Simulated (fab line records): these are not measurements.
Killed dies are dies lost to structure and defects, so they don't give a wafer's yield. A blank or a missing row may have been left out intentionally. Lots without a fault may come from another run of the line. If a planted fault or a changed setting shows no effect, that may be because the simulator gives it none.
What tool caused it? | flow nandHarc | Sampling: 24 lots, 72 wafers, 5 of 1302 route steps

== WHAT THE GAUGES SHOWED, per wafer ==
NHARC_A_ONON_D2_THK_MEAS_18: measures by ellipsometry. Usual: thkNm reads 1001 nm (standard deviation 8.9).
lot  | measured     | on           | thkNm (nm)     | flag
L074 | day 13 11:16 | filmMetro-01 | 1009 1011 1012 | 
L075 | day 13 11:16 | filmMetro-02 | 1013 1011 1011 | 
L076 | day 14 00:48 | filmMetro-01 | 1004 1002 1003 | 
L077 | day 14 12:35 | filmMetro-02 | 1002 1000 1001 | 
L078 | day 14 17:41 | filmMetro-02 | 986 987 986    | 
L079 | day 15 02:40 | filmMetro-02 | 997 999 998    | 
L080 | day 15 12:20 | filmMetro-01 | 998 1000 998   | 
L081 | day 15 21:52 | filmMetro-02 | 986 986 986    | 
L082 | day 16 08:33 | filmMetro-02 | 1004 1004 1005 | 
L083 | day 16 08:34 | filmMetro-02 | 1007 1006 1007 | 
L084 | day 17 09:35 | filmMetro-02 | 989 991 990    | 
L085 | day 17 09:35 | filmMetro-01 | 992 990 991    | 
L086 | day 17 23:35 | filmMetro-02 | 1013 1014 1012 | 
L087 | day 18 20:21 | filmMetro-02 | 997 995 996    | 
L088 | day 19 06:51 | filmMetro-01 | 1000 1000 1000 | 
L089 | day 19 06:51 | filmMetro-02 | 1003 1003 1002 | 
L090 | day 19 23:11 | filmMetro-01 | 995 994 995    | 
L091 | day 19 23:11 | filmMetro-02 | 1004 1004 1004 | 
L093 | day 21 07:25 | filmMetro-01 | 990 989 990    | 
L092 | day 21 07:25 | filmMetro-02 | 994 995 995    | 
L095 | day 21 07:30 | filmMetro-02 | 1012 1012 1012 | 
L094 | day 21 14:03 | filmMetro-01 | 997 997 994    | 
L096 | day 21 14:03 | filmMetro-02 | 1005 1004 1004 | 
L097 | day 22 12:41 | filmMetro-01 | 1023 1021 1021 | 

NHARC_A_CHANNEL_HOLE_D2_INSPECT_12. Usual: rawDefectCount reads 33 (standard deviation 22).
lot  | measured     | on               | rawDefectCount | flag
L074 | day 13 16:55 | defectInspect-01 | 46 53 43       | 
L075 | day 13 17:04 | defectInspect-02 | 63 55 51       | 
L076 | day 14 09:45 | defectInspect-01 | 57 67 42       | 
L077 | day 14 19:51 | defectInspect-02 | 5 6 8          | 
L078 | day 15 01:52 | defectInspect-02 | 57 59 48       | 
L079 | day 15 08:14 | defectInspect-02 | 56 61 51       | 
L080 | day 15 18:44 | defectInspect-02 | 10 6 8         | 
L081 | day 16 03:33 | defectInspect-01 | 47 39 57       | 
L082 | day 16 14:06 | defectInspect-02 | 54 59 58       | 
L083 | day 16 15:20 | defectInspect-02 | 8 13 6         | 
L084 | day 17 15:23 | defectInspect-01 | 11 10 12       | 
L085 | day 17 15:13 | defectInspect-01 | 11 14 15       | 
L086 | day 18 06:07 | defectInspect-01 | 14 16 12       | 
L087 | day 19 05:50 | defectInspect-01 | 54 73 67       | 
L088 | day 19 12:48 | defectInspect-01 | 49 49 57       | 
L089 | day 19 12:33 | defectInspect-01 | 18 17 15       | 
L090 | day 20 10:10 | defectInspect-02 | 73 75 49       | 
L091 | day 20 10:21 | defectInspect-02 | 11 12 16       | 
L093 | day 21 15:20 | defectInspect-02 | 70 45 50       | 
L092 | day 21 14:47 | defectInspect-01 | 17 15 21       | 
L095 | day 21 16:42 | defectInspect-02 | 29 15 24       | 
L094 | day 22 00:20 | defectInspect-01 | 25 22 24       | 
L096 | day 22 00:34 | defectInspect-01 | 1 3 3          | 
L097 | day 22 18:22 | defectInspect-02 | 21 23 24       | 

NHARC_A_CHANNEL_HOLE_D2_CD_MEAS_18. Usual: cdNm reads 99.0 nm (standard deviation 1.7).
lot  | measured     | on       | cdNm (nm)         | flag
L074 | day 13 18:04 | cdSem-01 | 99.2 99.1 100.4   | 
L075 | day 13 18:14 | cdSem-03 | 98.7 98.8 97.1    | 
L076 | day 14 10:55 | cdSem-01 | 100.9 99.2 99.1   | 
L077 | day 14 21:14 | cdSem-01 | 101.3 97.4 103.3  | 
L078 | day 15 03:01 | cdSem-02 | 97.1 96.8 97.5    | 
L079 | day 15 09:37 | cdSem-03 | 99.6 98.9 96.9    | 
L080 | day 15 19:54 | cdSem-02 | 98.1 98.1 96.7    | 
L081 | day 16 04:43 | cdSem-03 | 97.2 99.1 98.0    | 
L082 | day 16 15:16 | cdSem-03 | 98.7 99.7 100.8   | 
L083 | day 16 16:30 | cdSem-02 | 98.6 97.9 102.9   | 
L084 | day 17 17:01 | cdSem-02 | 96.4 97.7 99.1    | 
L085 | day 17 16:23 | cdSem-02 | 96.7 96.4 97.9    | 
L086 | day 18 07:17 | cdSem-01 | 97.8 100.7 97.4   | 
L087 | day 19 06:59 | cdSem-03 | 100.4 97.5 98.4   | 
L088 | day 19 13:59 | cdSem-03 | 99.4 99.9 98.5    | 
L089 | day 19 13:56 | cdSem-01 | 99.5 98.3 98.0    | 
L090 | day 20 11:32 | cdSem-01 | 98.4 97.4 96.4    | 
L091 | day 20 11:31 | cdSem-02 | 99.4 101.0 97.9   | 
L093 | day 21 16:29 | cdSem-03 | 97.6 99.8 97.1    | 
L092 | day 21 15:57 | cdSem-03 | 98.9 98.2 100.2   | 
L095 | day 21 17:52 | cdSem-01 | 102.6 100.5 102.8 | 
L094 | day 22 01:29 | cdSem-03 | 100.9 97.7 100.3  | 
L096 | day 22 02:02 | cdSem-03 | 99.4 97.7 98.7    | 
L097 | day 22 19:32 | cdSem-02 | 96.7 101.3 97.4   | 

== TOOL THAT RAN EACH LOT (tool first, then ch and the chambers of the sampled wafers, then the start) ==
lot  | NHARC_A_CHANNEL_FILL_D1_ETCHBACK_08          | NHARC_A_DECK1_JOINT_ETCHBACK_00
L074 | rieDiel-05 ch 0,1,2, day 11 23:52 or earlier | rieSi-05 ch 0,1,2, day 11 23:52
L075 | rieDiel-13 ch 1,2, day 11 23:52 or earlier   | rieSi-04 ch 0,1,3, day 11 23:52
L076 | rieDiel-10 ch 0,1, day 12 10:02 or earlier   | rieSi-04 ch 0,1,2, day 12 10:02
L077 | rieDiel-05 ch 0,3, day 12 16:48 or earlier   | rieSi-03 ch 1,2, day 12 16:48
L078 | rieDiel-13 ch 1,2,3, day 13 04:11 or earlier | rieSi-03 ch 0,1,2, day 13 04:11
L079 | rieDiel-10 ch 0,2,3, day 13 18:16 or earlier | rieSi-03 ch 0,1,2, day 13 18:16
L080 | rieDiel-05 ch 0,2, day 14 00:39 or earlier   | rieSi-04 ch 0,3, day 14 00:39
L081 | rieDiel-13 ch 0,1,3, day 14 12:01 or earlier | rieSi-03 ch 0,1,2, day 14 12:01
L082 | rieDiel-10 ch 0,1,3, day 14 22:31 or earlier | rieSi-05 ch 0,1,3, day 14 22:31
L083 | rieDiel-13 ch 0,2,3, day 14 22:32 or earlier | rieSi-04 ch 0,1,3, day 14 22:32
L084 | rieDiel-05 ch 0,1,3, day 15 18:28 or earlier | rieSi-05 ch 1,2, day 15 18:28
L085 | rieDiel-10 ch 1,2,3, day 16 02:01 or earlier | rieSi-05 ch 0,2,3, day 16 02:01
L086 | rieDiel-05 ch 0,1,3, day 16 08:14 or earlier | rieSi-03 ch 0,1,2, day 16 08:14
L087 | rieDiel-05 ch 0,2,3, day 16 17:32 or earlier | rieSi-04 ch 0,1,3, day 16 17:32
L088 | rieDiel-10 ch 1,2,3, day 17 10:47 or earlier | rieSi-04 ch 2,3, day 17 10:47
L089 | rieDiel-13 ch 0,1,2, day 17 10:46 or earlier | rieSi-05 ch 0,2, day 17 10:46
L090 | rieDiel-13 ch 2,3, day 18 10:55 or earlier   | rieSi-03 ch 0,2, day 18 10:55
L091 | rieDiel-13 ch 0,1,3, day 18 10:55 or earlier | rieSi-05 ch 0,2,3, day 18 10:55
L093 | rieDiel-10 ch 0,1,2, day 19 13:40 or earlier | rieSi-03 ch 1,2,3, day 19 13:40
L092 | rieDiel-13 ch 0,1,2, day 19 13:40 or earlier | rieSi-05 ch 1,2,3, day 19 13:40
L095 | rieDiel-10 ch 0,1,2, day 19 21:49 or earlier | rieSi-04 ch 2,3, day 19 21:49
L094 | rieDiel-10 ch 0,1,3, day 20 03:55 or earlier | rieSi-04 ch 0,1, day 20 03:55
L096 | rieDiel-13 ch 0,3, day 20 08:25 or earlier   | rieSi-04 ch 0,1,3, day 20 08:25
L097 | rieDiel-10 ch 1,3, day 20 19:53 or earlier   | rieSi-03 ch 1,2,3, day 20 19:53
- NHARC_A_CHANNEL_FILL_D1_ETCHBACK_08: etches the open film in C4F8, target depth 220 nm, time 110 s.
- NHARC_A_DECK1_JOINT_ETCHBACK_00: etches the open film in HBr, target depth 30 nm, time 17.4 s.

== WHAT THE TOOLS THEMSELVES READ (means of the sampled wafers that have a number; where no wafer has one, the mark that the record gives instead) ==
NHARC_A_CHANNEL_FILL_D1_ETCHBACK_08. Usual: oesProductAu 0.97 a.u., standard deviation 0.035; rfFwdPowerW 596.3 W, standard deviation 2.1; rfVppV 440.3 V, standard deviation 2.6.
lot  | tool       | oesProductAu (a.u.) | rfFwdPowerW (W) | rfVppV (V) | flag
L074 | rieDiel-05 | 1.00                | 593.8           | 442.0      | 
L075 | rieDiel-13 | 1.01                | 594.0           | 440.5      | 
L076 | rieDiel-10 | 1.00                | 595.9           | 439.9      | 
L077 | rieDiel-05 | 1.00                | 595.7           | 442.5      | 
L078 | rieDiel-13 | 0.95                | 596.8           | 440.2      | 
L079 | rieDiel-10 | 0.92                | 596.2           | 441.6      | 
L080 | rieDiel-05 | 0.97                | 597.4           | 443.1      | 
L081 | rieDiel-13 | 0.92                | 595.9           | 437.9      | 
L082 | rieDiel-10 | 1.00                | 597.3           | 439.5      | 
L083 | rieDiel-13 | 0.92                | 595.4           | 439.6      | 
L084 | rieDiel-05 | 1.00                | 596.6           | 442.7      | 
L085 | rieDiel-10 | 0.93                | 598.0           | 440.7      | 
L086 | rieDiel-05 | 0.92                | 596.1           | 442.8      | 
L087 | rieDiel-05 | 0.92                | 597.6           | 440.7      | 
L088 | rieDiel-10 | 0.99                | 598.9           | 440.0      | 
L089 | rieDiel-13 | 0.93                | 595.1           | 439.1      | 
L090 | rieDiel-13 | 0.93                | 595.8           | 439.6      | 
L091 | rieDiel-13 | 0.95                | 596.1           | 438.0      | 
L093 | rieDiel-10 | 0.93                | 597.5           | 440.6      | 
L092 | rieDiel-13 | 1.00                | 595.2           | 439.5      | 
L095 | rieDiel-10 | 1.00                | 597.1           | 441.4      | 
L094 | rieDiel-10 | 1.01                | 597.0           | 439.8      | 
L096 | rieDiel-13 | 1.00                | 595.4           | 437.6      | 
L097 | rieDiel-10 | 0.98                | 594.9           | 439.8      | 

NHARC_A_DECK1_JOINT_ETCHBACK_00. Usual: drypumpMotorCurrentA 5.6 A, standard deviation 0.43; oesProductAu 1.003 a.u., standard deviation 0.0071; rfFwdPowerW 343.3 W, standard deviation 1.8; throttleValvePct 23.266 %, standard deviation 0.01.
lot  | tool     | drypumpMotorCurrentA (A) | oesProductAu (a.u.) | rfFwdPowerW (W) | throttleValvePct (%) | flag
L074 | rieSi-05 | 5.5                      | 1.010               | 343.1           | 23.262               | 
L075 | rieSi-04 | 5.2                      | 1.011               | 341.9           | 23.255               | 
L076 | rieSi-04 | 5.5                      | 1.003               | 342.5           | 23.278               | 
L077 | rieSi-03 | 6.1                      | 0.997               | 343.9           | 23.277               | 
L078 | rieSi-03 | 6.0                      | 1.005               | 344.1           | 23.261               | 
L079 | rieSi-03 | 5.9                      | 1.009               | 345.7           | 23.261               | 
L080 | rieSi-04 | 5.3                      | 1.000               | 342.3           | 23.269               | 
L081 | rieSi-03 | 5.9                      | 1.003               | 343.8           | 23.257               | 
L082 | rieSi-05 | 5.4                      | 0.994               | 343.4           | 23.272               | 
L083 | rieSi-04 | 5.2                      | 1.006               | 342.0           | 23.268               | 
L084 | rieSi-05 | 5.5                      | 1.005               | 344.1           | 23.279               | 
L085 | rieSi-05 | 5.4                      | 1.004               | 342.9           | 23.261               | 
L086 | rieSi-03 | 5.9                      | 1.001               | 344.7           | 23.261               | 
L087 | rieSi-04 | 5.2                      | 1.006               | 342.3           | 23.268               | 
L088 | rieSi-04 | 5.6                      | 1.001               | 341.8           | 23.271               | 
L089 | rieSi-05 | 5.4                      | 1.003               | 342.1           | 23.270               | 
L090 | rieSi-03 | 5.8                      | 0.994               | 345.8           | 23.274               | 
L091 | rieSi-05 | 5.4                      | 1.008               | 343.3           | 23.274               | 
L093 | rieSi-03 | 6.1                      | 0.996               | 342.3           | 23.271               | 
L092 | rieSi-05 | 5.4                      | 1.004               | 345.1           | 23.262               | 
L095 | rieSi-04 | 5.3                      | 1.005               | 343.5           | 23.263               | 
L094 | rieSi-04 | 5.2                      | 1.007               | 341.3           | 23.261               | 
L096 | rieSi-04 | 5.2                      | 1.003               | 343.7           | 23.261               | 
L097 | rieSi-03 | 6.1                      | 1.003               | 342.9           | 23.268               | 

== THE ANSWER, worked out from the rows above alone ==
Rule: a lot is off if the mean of its wafers that have a number lies more than 3 standard deviations from the usual mean. Also off: a lot with no number at a reading for which 4 or more lots have one. All remaining lots with rows at the step are treated as sound. The gauges are gone through in route order, then the tools' own readings, and for those a lot's mean is taken as printed above. The first step at which some lot is off is used, and at that step the reading that is off furthest; a lot without a number counts as furthest.
None of the lots is off at any reading shown; this tells nothing.

== WHAT THE SIMULATOR PUT IN ==
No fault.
